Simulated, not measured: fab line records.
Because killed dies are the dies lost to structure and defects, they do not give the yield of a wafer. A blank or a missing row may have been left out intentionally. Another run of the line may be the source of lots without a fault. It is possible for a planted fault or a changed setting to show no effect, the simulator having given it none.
Matching of chambers | flow nand harc | NHARC_A_BONDPAD_DEP_00 on pecvd-01: 3 sister chambers
The step deposits SiCN, target thk 250 nm. 14 wafers are shown with their chamber, then 7 later ones without.

== WAFERS WITH THEIR CHAMBER ==
wafer  | chamber | heater power w (W)
L076.1 | 1       | 522
L076.2 | 2       | 514
L076.6 | 2       | 517
L077.1 | 0       | 791
L077.2 | 1       | 525
L077.5 | 2       | 520
L091.1 | 1       | 578
L091.3 | 0       | 813
L091.5 | 2       | 569
L091.2 | 2       | 559
L091.4 | 1       | 448
L091.6 | 0       | 791
L093.3 | 0       | 823
L093.5 | 0       | 827

SIGNATURES (averages over the wafers above)
reading        | chamber 0 | chamber 1 | chamber 2 | scatter within a chamber
heater power w | 809.00    | 518.25    | 535.80    | 33.7
Rule: for each reading, subtract the chamber's mean from the wafer's reading, divide by that reading's scatter and square the result; add these up over the readings and take the root, which gives the wafer's distance from the chamber. The wafer belongs to the nearest chamber; if the next one is less than 2 further off, it can't be placed. The scatter: take each reading less its chamber's mean, square it, sum over the shown wafers, divide by the number of wafers less the number of chambers, and take the root.

== WAFERS WHOSE CHAMBER IS MISSING ==
wafer  | heater power w (W)
L093.6 | 526
L094.1 | 464
L094.4 | 468
L094.5 | 758
L097.1 | 598
L097.3 | 529
L097.6 | 606

== CHAMBER TAKEN BY EACH ==
wafer  | from the rows above     | in truth
L093.6 | can't be placed: 1 or 2 | 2
L094.1 | can't be placed: 1 or 2 | 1
L094.4 | can't be placed: 1 or 2 | 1
L094.5 | 0                       | 0
L097.1 | can't be placed: 2 or 1 | 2
L097.3 | can't be placed: 2 or 1 | 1
L097.6 | can't be placed: 2 or 1 | 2
Correctly placed: 1 of 7. Not placeable from these rows: 6 (in 6, the candidates include the true chamber). Wrongly placed: 0.
